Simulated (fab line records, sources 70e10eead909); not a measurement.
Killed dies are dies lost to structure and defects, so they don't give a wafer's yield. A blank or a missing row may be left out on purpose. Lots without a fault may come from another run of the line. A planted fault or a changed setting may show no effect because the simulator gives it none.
Chamber matching | flow nand_harc | NHARC_A_STAIRCASE_DESCUM_219 on rie_diel-11: 4 sister chambers
The step chemistry O2, time 3 s. 8 wafers are shown with their chamber, then 8 later ones without.

WAFERS WITH THEIR CHAMBER
wafer  | chamber | drypump_motor_current_A (A) | showerhead_plenum_p_Torr (Torr)
L976.1 | 3       | 5.69                        | 1.89
L986.1 | 0       | 5.95                        | 1.79
L986.2 | 2       | 6.04                        | 2.07
L986.6 | 1       | 5.45                        | 1.80
L988.2 | 0       | 5.95                        | 1.79
L988.3 | 1       | 5.45                        | 1.80
L988.6 | 3       | 5.66                        | 1.88
L994.2 | 2       | 6.05                        | 2.06

WAFERS WITHOUT THEIR CHAMBER
wafer  | drypump_motor_current_A (A) | showerhead_plenum_p_Torr (Torr)
L994.5 | 5.45                        | 1.79
L994.6 | 5.97                        | 1.78
L996.3 | 5.69                        | 1.87
L996.4 | 6.06                        | 2.06
L996.6 | 5.68                        | 1.87
L997.2 | 5.94                        | 1.78
L997.3 | 5.45                        | 1.79
L997.4 | 6.07                        | 2.06

WHICH CHAMBER EACH WENT THROUGH
wafer  | from the rows above | in truth
L994.5 | 1                   | 1
L994.6 | 0                   | 0
L996.3 | 3                   | 3
L996.4 | 2                   | 2
L996.6 | 3                   | 3
L997.2 | 0                   | 0
L997.3 | 1                   | 1
L997.4 | 2                   | 2
Placed correctly: 8 of 8. Can't be placed from these rows: 0. Placed wrongly: 0.
How it was worked out, from the rows above alone: a wafer's distance from a chamber is the root of the sum, over the readings, of the square of ((its reading less the chamber's mean) divided by the reading's scatter). The wafer belongs to the nearest chamber; if the next one is less than 2 further off, it can't be placed. A chamber's mean is the mean of its shown wafers. The scatter: the root of (the sum of the squares of (reading less its chamber's mean) over the shown wafers, divided by (wafers less chambers)).
